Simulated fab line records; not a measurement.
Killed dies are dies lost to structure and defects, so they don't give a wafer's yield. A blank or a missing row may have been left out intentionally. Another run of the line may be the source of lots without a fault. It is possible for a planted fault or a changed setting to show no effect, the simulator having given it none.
fab line records	flow nand_harc
record: lots: 6	wafers: 14	last_day: 24
route steps=1159 shown THIN_TSV@1119 END@1159
lots that met no fault: taken from a fault-free run of the same line
start_h: hours from the record's opening day to when the first of the lot's shown wafers began	wait_h: hours from the lot's prior step to this one	" same as the row above	L1.1+2: a single row standing in for several wafers	- no value, or no start given	* or withheld: withheld	< > ~ a bound
route shown NAME@n: NAME is a module with steps in the file, n the number in the route of the first one	usual: average and standard deviation across the fault-free wafers	same: alike in all rows	chamber/n: place in a boat	sites: readings site by site	_std_site: how widely they spread, as a standard deviation	_edge_site: the outer-site mean with the inner-site mean subtracted	radius_mm: for every site, how far away it sits from the centre of the wafer	mask NAME#n: copy n	behind: the most recent tool/chamber to have shaped the wafer	hold: why the lot went on hold/how many hours it stayed there/how the hold came to an end	device: transistor that didn't switch, given as n, p or np	end of line: tests of these same wafers at the route's end	where a step has no rows: the recipe by itself	killed: dies lost to structure and defects at the first sort, not the wafer's yield	map: per-die view of a wafer (x killed, . not killed, _ where there is no die)
set.NAME: setting as actually run; set.NAME@STEP: the setting as run at that earlier step	model.NAME: the simulator's own value behind a step, which no gauge read
a table for each step, a row for each wafer; lots at some steps of the route
services: from which hour (start_h, from the record's first day; less than 0 if before it) a tool's chamber was out of use, for how many hours, and why
== steps ==
step: NHARC_THIN_TSV_ETCH_44
recipe: target_depth_a: 15942	time_s: 797.1	cf4_flow_sccm: 150	o2_flow_sccm: 10	ar_flow_sccm: 0	rf_w: 300	bias_w: 800	chemistry: CF4/O2
step: NHARC_THIN_TSV_ETCH_15
recipe: target_depth_a: 30000	bosch_target_overetch_cycles: 2	bosch_etch_step_s: 2.8	bosch_dep_step_s: 1.2	bosch_cycles: 14
step: NHARC_THIN_TSV_CD_MEAS_16
usual: cd_nm: 1000.6/2.4
lot.wafer	tool	chamber	start_h	wait_h	cd_nm
L665.2	cd_sem-02	-	461.43	0.1	998.0
L665.3	"	-	"	"	997.4
L665.5	"	-	"	"	997.0
L666.3	cd_sem-01	-	491.22	0.1	1005.1
L666.4	"	-	"	"	1000.8
L666.5	"	-	"	"	1000.0
L670.4	cd_sem-01	-	499.64	0.1	1002.8
L672.4	cd_sem-02	-	509.23	0.1	996.3
L668.4	cd_sem-02	-	521.81	0.1	999.6
L668.5	"	-	"	"	998.9
L668.6	"	-	"	"	1002.0
L677.3	cd_sem-02	-	548.26	0.1	999.7
L677.4	"	-	"	"	998.0
L677.6	"	-	"	"	1002.8
step: NHARC_THIN_TSV_STRIP_45
recipe: power_w: 1500	temp_c: 250	chemistry: O2
usual: drypump_motor_current_A: 5.54/0.29	heater_power_w: 308/13
lot.wafer	tool	chamber	start_h	wait_h	drypump_motor_current_A	heater_power_w	rf_hours_counter_h
L665.2	plasma_asher-02	0	461.55	0.1	5.94	279	34
L665.3	"	0	"	"	5.93	285	-
L665.5	"	0	"	"	5.89	275	-
L666.4	plasma_asher-01	1	491.38	0.2	5.70	324	-
L666.3	"	0	"	"	5.18	308	-
L666.5	"	1	"	"	5.69	320	-
L670.4	plasma_asher-01	0	499.84	0.2	5.21	303	-
L672.4	plasma_asher-02	1	509.43	0.2	5.68	309	-
L668.4	plasma_asher-01	0	521.97	0.2	5.18	313	-
L668.5	"	0	"	"	5.18	303	-
L668.6	"	1	"	"	5.68	318	-
L677.4	plasma_asher-01	1	548.53	0.3	5.72	316	-
L677.3	"	0	"	"	5.18	309	-
L677.6	"	0	"	"	5.18	306	-
step: NHARC_THIN_TSV_STRIP_46
recipe: time_s: 1200	temp_c: 72.5	chemistry: post_etch_residue_remover
step: NHARC_THIN_TSV_DEP_47
recipe: target_thk_a: 2000	temp_c: withheld	pressure_torr: 6.5	rf_w: 900	teos_flow_sccm: 161.4	flow_sccm: 2650	target_thk_nm: 200	gas: O2	material: SiO2
usual: throttle_valve_pct: 16.1/0.42
lot.wafer	tool	chamber	start_h	wait_h	throttle_valve_pct
L665.2	pecvd-04	0	462.34	-	16.2
L665.3	"	1	"	"	16.2
L665.5	"	2	"	"	15.8
L666.3	pecvd-01	1	492.13	-	16.2
L666.4	"	0	"	"	17.0
L666.5	"	1	"	"	16.3
L670.4	pecvd-02	2	500.74	-	16.4
L672.4	pecvd-04	2	510.32	-	16.3
L668.6	pecvd-04	1	523.07	-	16.1
L668.5	"	2	"	"	15.8
L668.4	"	0	"	"	16.4
L677.3	pecvd-01	2	549.24	-	15.8
L677.6	"	2	"	"	15.7
L677.4	"	1	"	"	16.4
step: NHARC_THIN_TSV_ETCHBACK_48
recipe: target_depth_a: 10285	over_etch_frac: 0.3	time_s: 405.17	ion_energy_ev: 250	c4f8_flow_sccm: withheld	ar_flow_sccm: withheld	rf_w: 600	bias_w: 300	chemistry: C4F8/Ar
usual: bias_w: 300.1/0.95	chamber_pressure_mTorr: 25.001/0.023	oes_product_au: 0.94/0.031	rf_vpp_V: 547/3.6
lot.wafer	tool	chamber	start_h	wait_h	bias_w	chamber_pressure_mTorr	oes_product_au	rf_hours_counter_h	rf_vpp_V
L665.3	rie_diel-03	0	462.73	-	298.2	24.962	0.93	6	540
L665.2	"	1	"	"	300.1	25.018	0.93	5	543
L665.5	"	3	"	"	298.8	25.012	0.95	-	552
L666.4	rie_diel-03	2	492.52	-	300.7	25.005	0.94	8	551
L666.3	"	0	"	"	298.0	24.986	0.93	8	541
L666.5	"	2	"	"	301.4	25.034	0.94	-	549
L670.4	rie_diel-03	0	501.06	-	299.5	24.999	0.91	-	541
L672.4	rie_diel-01	2	510.56	-	298.2	24.992	0.96	1	550
L668.4	rie_diel-01	3	523.37	-	300.6	25.042	1.00	3	543
L668.6	"	2	"	"	300.3	25.031	1.00	-	549
L668.5	"	3	"	"	298.8	24.979	1.00	-	544
L677.3	rie_diel-12	1	549.63	-	298.5	24.978	0.93	10	546
L677.4	"	3	"	"	298.9	24.968	0.91	10	547
L677.6	"	2	"	"	298.8	25.003	0.92	-	550
step: NHARC_THIN_TSV_STRIP_62
recipe: power_w: 1500	temp_c: 250	time_s: 20	chemistry: N2/H2
step: NHARC_THIN_TSV_DEGAS_49
recipe: temp_c: 300	time_s: 120
step: NHARC_THIN_TSV_PRE_CLEAN_50
recipe: time_s: 30	temp_c: 280	gas: H2/He
step: NHARC_THIN_TSV_PVD_19
recipe: target_thk_a: 200	chamber_pressure_pa: 5	material: TaN
step: NHARC_THIN_TSV_PVD_51
recipe: target_thk_a: 1000	chamber_pressure_pa: 5	material: Cu
usual: throttle_valve_pct: 30.3/0.98
lot.wafer	tool	chamber	start_h	wait_h	throttle_valve_pct
L665.2	pvd_sputter-01	-	-	-	29.9
L665.3	"	-	"	"	29.4
L665.5	"	-	"	"	30.8
L666.3	pvd_sputter-02	-	493.43	-	31.5
L666.4	"	-	"	"	29.2
L666.5	"	-	"	"	31.6
L670.4	pvd_sputter-02	-	-	-	29.4
L672.4	pvd_sputter-02	-	-	-	30.5
L668.4	pvd_sputter-03	-	-	-	30.9
L668.5	"	-	"	"	30.7
L668.6	"	-	"	"	31.2
L677.4	pvd_sputter-01	-	-	-	30.0
L677.3	"	-	"	"	29.3
L677.6	"	-	"	"	30.1
step: NHARC_THIN_TSV_ECD_20
recipe: target_thk_a: 20000	material: Cu
lot.wafer	tool	chamber	start_h	wait_h
L665.2+3+5	ecd_cu-01	0	463.68	-
L666.3+4+5	ecd_cu-01	1,0,0	493.78	-
L670.4	ecd_cu-02	1	502.35	-
L672.4	ecd_cu-02	0	511.78	-
L668.4+5+6	ecd_cu-02	1,1,0	524.53	-
L677.3+4+6	ecd_cu-02	1,0,1	550.83	-
step: NHARC_THIN_TSV_ANNEAL_52
recipe: temp_c: 225	time_s: 90
step: NHARC_THIN_TSV_CMP_21
recipe: t_overpolish_s: 30	target_thk_nm: 2000
step: NHARC_THIN_TSV_SRD_23
step: NHARC_THIN_TSV_DEGAS_53
recipe: temp_c: 300	time_s: 60
step: NHARC_THIN_TSV_PRE_CLEAN_54
recipe: time_s: 30	temp_c: 280	gas: H2/He
step: NHARC_THIN_TSV_PVD_55
recipe: target_thk_a: 500	material: TiN
step: NHARC_THIN_TSV_PVD_24
recipe: target_thk_a: 8000	power_w: withheld	chamber_pressure_pa: withheld	substrate_temp_c: withheld	time_s: withheld	gas: Ar	material: Al
step: NHARC_THIN_TSV_DEHYDRATE_25
recipe: temp_c: 150	time_s: 120
step: NHARC_THIN_TSV_HMDS_26
recipe: time_s: 30
step: NHARC_THIN_TSV_COAT_27
recipe: spin_rpm: *
step: NHARC_THIN_TSV_SOFTBAKE_28
recipe: temp_c: 122	time_s: 95
step: NHARC_THIN_TSV_EBR_29
step: NHARC_THIN_TSV_EXPOSE_30
recipe: na: 0.55	dose_mj: 11.47	mask_id: PAD
step: NHARC_THIN_TSV_PEB_31
recipe: peb_temp_c: 118	peb_time_s: 85
step: NHARC_THIN_TSV_DEVELOP_32
recipe: time_s: 70
step: NHARC_THIN_TSV_CD_MEAS_33
recipe: target_cd_nm: 5000	landing_energy_ev: 500
usual: cd_nm: 5002/3.5
lot.wafer	tool	chamber	start_h	wait_h	cd_nm
L665.2	cd_sem-02	0	466.38	-	5002
L665.3	"	0	"	"	5002
L665.5	"	0	"	"	5000
L666.3	cd_sem-03	0	496.16	-	4999
L666.4	"	0	"	"	5001
L666.5	"	0	"	"	4997
L670.4	cd_sem-03	0	504.80	-	5004
L672.4	cd_sem-03	0	514.20	-	4998
L668.4	cd_sem-03	0	527.01	-	4998
L668.5	"	0	"	"	5003
L668.6	"	0	"	"	5003
L677.3	cd_sem-03	0	553.17	-	5002
L677.4	"	0	"	"	5006
L677.6	"	0	"	"	5004
step: NHARC_THIN_TSV_HARDBAKE_34
recipe: temp_c: 125	time_s: 80
step: NHARC_THIN_TSV_DESCUM_35
recipe: time_s: 3	o2_flow_sccm: 200	ar_flow_sccm: 0	bias_power_w: 0	chemistry: O2
step: NHARC_THIN_TSV_ETCH_59
recipe: target_depth_a: 8800	icp_w: 900	bias_w: 100	Cl2_flow_sccm: 60	bcl3_flow_sccm: 30	time_s: 138.1	chemistry: Cl2/BCl3
step: NHARC_THIN_TSV_ETCH_36
recipe: target_depth_a: 650	over_etch_frac: 0.3	time_s: 18.571	ion_energy_ev: 150	chemistry: Cl2/BCl3
usual: chamber_pressure_mTorr: 9.999/0.0099	drypump_motor_current_A: 5.3/0.38	oes_product_au: 1.002/0.012
lot.wafer	tool	chamber	start_h	wait_h	chamber_pressure_mTorr	drypump_motor_current_A	oes_product_au	rf_hours_counter_h
L665.2	rie_metal-03	1	466.92	0.2	10.005	5.3	1.003	0.2
L665.3	"	0	"	"	9.988	5.4	0.984	-
L665.5	"	1	"	"	10.018	5.3	1.002	-
L666.3	rie_metal-02	0	496.71	0.2	9.989	6.1	0.992	-
L666.4	"	1	"	"	10.015	4.8	1.024	-
L666.5	"	1	"	"	9.994	4.8	1.013	-
L670.4	rie_metal-03	0	505.35	0.2	9.993	5.3	0.990	-
L672.4	rie_metal-03	1	514.75	0.2	10.005	5.3	1.010	-
L668.4	rie_metal-03	1	527.79	0.2	9.992	5.3	0.987	-
L668.5	"	1	"	"	10.009	5.3	0.998	-
L668.6	"	1	"	"	9.978	5.3	0.991	-
L677.3	rie_metal-02	1	553.95	0.3	9.996	4.8	1.012	-
L677.4	"	1	"	"	9.995	4.8	1.012	-
L677.6	"	1	"	"	9.989	4.8	1.020	-
step: NHARC_THIN_TSV_STRIP_56
recipe: power_w: 1500	temp_c: 250	chemistry: O2
step: NHARC_THIN_TSV_STRIP_57
recipe: time_s: 1200	temp_c: 72.5	chemistry: post_etch_residue_remover
step: NHARC_THIN_TSV_CD_MEAS_37
usual: cd_nm: 5002/4.4
lot.wafer	tool	chamber	start_h	wait_h	cd_nm
L665.2	cd_sem-02	-	467.83	-	4999
L665.3	"	-	"	"	5000
L665.5	"	-	"	"	4996
L666.3	cd_sem-01	-	497.60	-	5006
L666.4	"	-	"	"	5003
L666.5	"	-	"	"	4997
L670.4	cd_sem-01	-	506.23	-	5007
L672.4	cd_sem-03	-	515.64	-	4993
L668.4	cd_sem-02	-	528.69	-	4998
L668.5	"	-	"	"	5003
L668.6	"	-	"	"	5002
L677.3	cd_sem-02	-	554.87	-	5000
L677.4	"	-	"	"	5003
L677.6	"	-	"	"	5006
step: NHARC_THIN_TSV_ANNEAL_58
recipe: temp_c: 400	time_s: 1800
step: NHARC_END_SORT_01
recipe: temp_c: 25
usual: killed_at_array: 28/10	killed_at_other: 0.6/1.1	killed_at_periphery: 3.6/2.6	killed_dies: 32/10	killed_open: 3.3/1.8	killed_short: 1.9/1.4
same: gross_dies: 677
lot.wafer	tool	chamber	start_h	wait_h	killed_at_array	killed_at_other	killed_at_periphery	killed_dies	killed_open	killed_short
L666.3	prober-01	0	506.91	3.1	28	0	9	37	3	2
L666.4	prober-01	0	507.71	3.4	40	1	4	45	6	4
L666.5	prober-01	0	508.52	3.7	32	0	6	38	4	0
L670.4	prober-01	0	516.15	3.4	32	641	4	677	5	1
L672.4	prober-01	0	525.60	3.4	29	641	7	677	4	1
killed by level:class
L666.3 A_SLIT:chamber_film_flake=11 A_CHANNEL_HOLE_D1:chamber_film_flake=10 P_STI:chamber_film_flake=6 P_GATE:geometric_particle:open=1 A_CHANNEL_FILL_D1:geometric_particle:short=1 A_WL_FILL:geometric_particle:short=1 A_CONTACT:geometric_particle:open=1 A_M0:geometric_particle:open=1
L666.4 A_CHANNEL_HOLE_D1:chamber_film_flake=18 A_SLIT:chamber_film_flake=7 A_CHANNEL_FILL_D1:geometric_particle:open=3 A_WL_FILL:geometric_particle:short=2 P_STI:chamber_film_flake=2 A_ZERO_WELL:chamber_film_flake=2 A_CONTACT:chamber_film_flake=2 P_GATE:geometric_particle:short=1
L666.5 A_CHANNEL_HOLE_D1:chamber_film_flake=17 A_SLIT:chamber_film_flake=11 P_STI:chamber_film_flake=4 P_CONTACT:geometric_particle:open=1 A_CHANNEL_FILL_D1:geometric_particle:open=1 A_BLC:geometric_particle:open=1 A_M0:geometric_particle:open=1 P_GATE:chamber_film_flake=1
L670.4 THIN_TSV:area_ecd=641 A_SLIT:chamber_film_flake=13 A_CHANNEL_HOLE_D1:chamber_film_flake=6 A_STAIRCASE:chamber_film_flake=4 A_WL_FILL:chamber_film_flake=4 A_CONTACT:geometric_particle:open=2 P_GATE:geometric_particle:open=1 P_CONTACT:geometric_particle:open=1
L672.4 THIN_TSV:area_ecd=639 A_CHANNEL_HOLE_D1:chamber_film_flake=20 P_M0:chamber_film_flake=4 A_STAIRCASE:chamber_film_flake=3 A_CONTACT:chamber_film_flake=2 THIN_TSV:chamber_film_flake=2 P_GATE:geometric_particle:short=1 P_M0:geometric_particle:open=1
map L670.4 (x killed, . not)
____________x____________
_________xxxxxxx_________
_______xxxxxxxxxxx_______
______xxxxxxxxxxxxx______
_____xxxxxxxxxxxxxxx_____
____xxxxxxxxxxxxxxxxx____
____xxxxxxxxxxxxxxxxx____
___xxxxxxxxxxxxxxxxxxx___
___xxxxxxxxxxxxxxxxxxx___
__xxxxxxxxxxxxxxxxxxxxx__
__xxxxxxxxxxxxxxxxxxxxx__
_xxxxxxxxxxxxxxxxxxxxxxx_
_xxxxxxxxxxxxxxxxxxxxxxx_
_xxxxxxxxxxxxxxxxxxxxxxx_
_xxxxxxxxxxxxxxxxxxxxxxx_
_xxxxxxxxxxxxxxxxxxxxxxx_
xxxxxxxxxxxxxxxxxxxxxxxxx
xxxxxxxxxxxxxxxxxxxxxxxxx
xxxxxxxxxxxxxxxxxxxxxxxxx
xxxxxxxxxxxxxxxxxxxxxxxxx
xxxxxxxxxxxxxxxxxxxxxxxxx
_xxxxxxxxxxxxxxxxxxxxxxx_
_xxxxxxxxxxxxxxxxxxxxxxx_
_xxxxxxxxxxxxxxxxxxxxxxx_
_xxxxxxxxxxxxxxxxxxxxxxx_
_xxxxxxxxxxxxxxxxxxxxxxx_
__xxxxxxxxxxxxxxxxxxxxx__
__xxxxxxxxxxxxxxxxxxxxx__
___xxxxxxxxxxxxxxxxxxx___
___xxxxxxxxxxxxxxxxxxx___
____xxxxxxxxxxxxxxxxx____
____xxxxxxxxxxxxxxxxx____
_____xxxxxxxxxxxxxxx_____
______xxxxxxxxxxxxx______
_______xxxxxxxxxxx_______
_________xxxxxxx_________
____________x____________
map L672.4 (x killed, . not)
____________x____________
_________xxxxxxx_________
_______xxxxxxxxxxx_______
______xxxxxxxxxxxxx______
_____xxxxxxxxxxxxxxx_____
____xxxxxxxxxxxxxxxxx____
____xxxxxxxxxxxxxxxxx____
___xxxxxxxxxxxxxxxxxxx___
___xxxxxxxxxxxxxxxxxxx___
__xxxxxxxxxxxxxxxxxxxxx__
__xxxxxxxxxxxxxxxxxxxxx__
_xxxxxxxxxxxxxxxxxxxxxxx_
_xxxxxxxxxxxxxxxxxxxxxxx_
_xxxxxxxxxxxxxxxxxxxxxxx_
_xxxxxxxxxxxxxxxxxxxxxxx_
_xxxxxxxxxxxxxxxxxxxxxxx_
xxxxxxxxxxxxxxxxxxxxxxxxx
xxxxxxxxxxxxxxxxxxxxxxxxx
xxxxxxxxxxxxxxxxxxxxxxxxx
xxxxxxxxxxxxxxxxxxxxxxxxx
xxxxxxxxxxxxxxxxxxxxxxxxx
_xxxxxxxxxxxxxxxxxxxxxxx_
_xxxxxxxxxxxxxxxxxxxxxxx_
_xxxxxxxxxxxxxxxxxxxxxxx_
_xxxxxxxxxxxxxxxxxxxxxxx_
_xxxxxxxxxxxxxxxxxxxxxxx_
__xxxxxxxxxxxxxxxxxxxxx__
__xxxxxxxxxxxxxxxxxxxxx__
___xxxxxxxxxxxxxxxxxxx___
___xxxxxxxxxxxxxxxxxxx___
____xxxxxxxxxxxxxxxxx____
____xxxxxxxxxxxxxxxxx____
_____xxxxxxxxxxxxxxx_____
______xxxxxxxxxxxxx______
_______xxxxxxxxxxx_______
_________xxxxxxx_________
____________x____________
== services ==
tool	chamber	start_h	hours	kind
ecd_cu-01	-	448.13	8.0	pm
rie_metal-03	-	453.00	9.0	pm
rie_metal-03	0	453.00	9.0	vent_cycle
rie_metal-03	1	453.00	9.0	vent_cycle
plasma_asher-01	-	453.70	9.0	pm
plasma_asher-01	0	453.70	9.0	vent_cycle
plasma_asher-01	1	453.70	9.0	vent_cycle
pvd_sputter-03	-	458.02	10.0	pm
plasma_asher-01	0	462.70	-	clean
plasma_asher-01	1	462.70	-	clean
rie_diel-01	-	491.85	9.0	pm
rie_metal-02	0	498.15	77.1	repair
rie_diel-03	1	500.00	7.3	repair
pvd_sputter-01	-	514.00	10.0	pm
pecvd-02	-	515.67	13.0	pm
rie_diel-03	2	521.63	6.5	repair
rie_metal-03	0	527.06	1.2	repair
pecvd-04	-	529.94	0.9	repair
pvd_sputter-01	-	530.50	4.3	repair
ecd_cu-02	-	532.11	8.0	pm
plasma_asher-01	-	532.26	2.6	repair
plasma_asher-02	-	537.21	9.0	pm
pecvd-02	-	539.25	1.5	repair
ecd_cu-01	-	548.82	3.2	repair
== key ==
first_sign: step: NHARC_END_SORT_01	reading: killed_at_other	direction: up	sigmas: 99+	usual: 0.6	struck: 641
effect: step: NHARC_END_SORT_01	reading: killed_dies	direction: up	sigmas: 63	usual: 32	struck: 677
more_kills_born_at: NHARC_THIN_TSV_ECD_20@ecd_cu-02: 1280
met_at NHARC_THIN_TSV_ECD_20
struck_wafers L670.4,L672.4
later_rows_left_out L670.4,L672.4
tester_left_out L670,L672
also_fits NHARC_THIN_TSV_PVD_51:pvd_sputter-02
earlier_fault: kind: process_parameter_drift	tool: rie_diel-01	chamber: 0	onset_h: 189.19	steps: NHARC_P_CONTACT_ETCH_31	channel: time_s	offset: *	shape: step	acts_in: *	stated: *
fault: kind: skipped_step_whole	tool: ecd_cu-02	chamber: -	onset_h: 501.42	steps: NHARC_THIN_TSV_ECD_20	scope: struck_lots_only
tester_left_out: of these lots the tester's yield and bins aren't shown, on N5 and GAA mostly nor the transistor test; their killed dies are dies lost to structure and defects alone, not to doping, threshold or leakage, so they don't give the yield
later_rows_left_out: the simulator's readings of these wafers behind a module that went badly wrong aren't trusted and aren't shown, but for the sort
